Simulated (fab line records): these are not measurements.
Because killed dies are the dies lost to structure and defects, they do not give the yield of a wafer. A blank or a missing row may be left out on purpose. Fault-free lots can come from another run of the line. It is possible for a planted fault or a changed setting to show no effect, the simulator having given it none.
Which of the tools did it? | flow n5Finfet | route of 1938 steps, sampled at 1 step: 6 lots, 18 wafers

## WHAT EACH GAUGE READ, for each wafer
N5_BEOL_M6_OCD_MEAS_38.
lot  | measured     | on     | trenchDepthNm (nm)
L659 | day 10 14:38 | ocd-02 | 94.4 92.3 94.7
L661 | day 11 15:29 | ocd-02 | 91.2 93.1 92.9
L666 | day 12 18:08 | ocd-01 | 92.3 93.2 93.3
L669 | day 13 04:35 | ocd-01 | 93.2 95.1 95.2
L674 | day 14 18:15 | ocd-02 | 92.6 94.7 92.7
L677 | day 15 17:38 | ocd-01 | 92.1 92.1 92.2

## WHAT TOOL EACH LOT RAN ON (gives the tool, then ch and the chambers of the sampled wafers, and finally the start)
No process step before these readings appears in the record.

## THE ANSWER, worked out from the rows above alone
Rule: the usual values come from the lots themselves. The widest of any qualifying gaps counts: lots, ordered by their means at a reading, are off when they make up no more than a third of the lots, leave a main group of 4 or more, and stand apart from it by 3 or more times the standard deviation of that group's means. Not used: any main group whose means are identical at the precision the tables above print for the reading. Also off: a lot with no number at a reading for which 4 or more lots have one. Where the step has rows for the other lots, those lots are counted as sound.
None of the lots is off at any reading shown; this tells nothing.

## WHAT THE SIMULATOR HAD INSERTED
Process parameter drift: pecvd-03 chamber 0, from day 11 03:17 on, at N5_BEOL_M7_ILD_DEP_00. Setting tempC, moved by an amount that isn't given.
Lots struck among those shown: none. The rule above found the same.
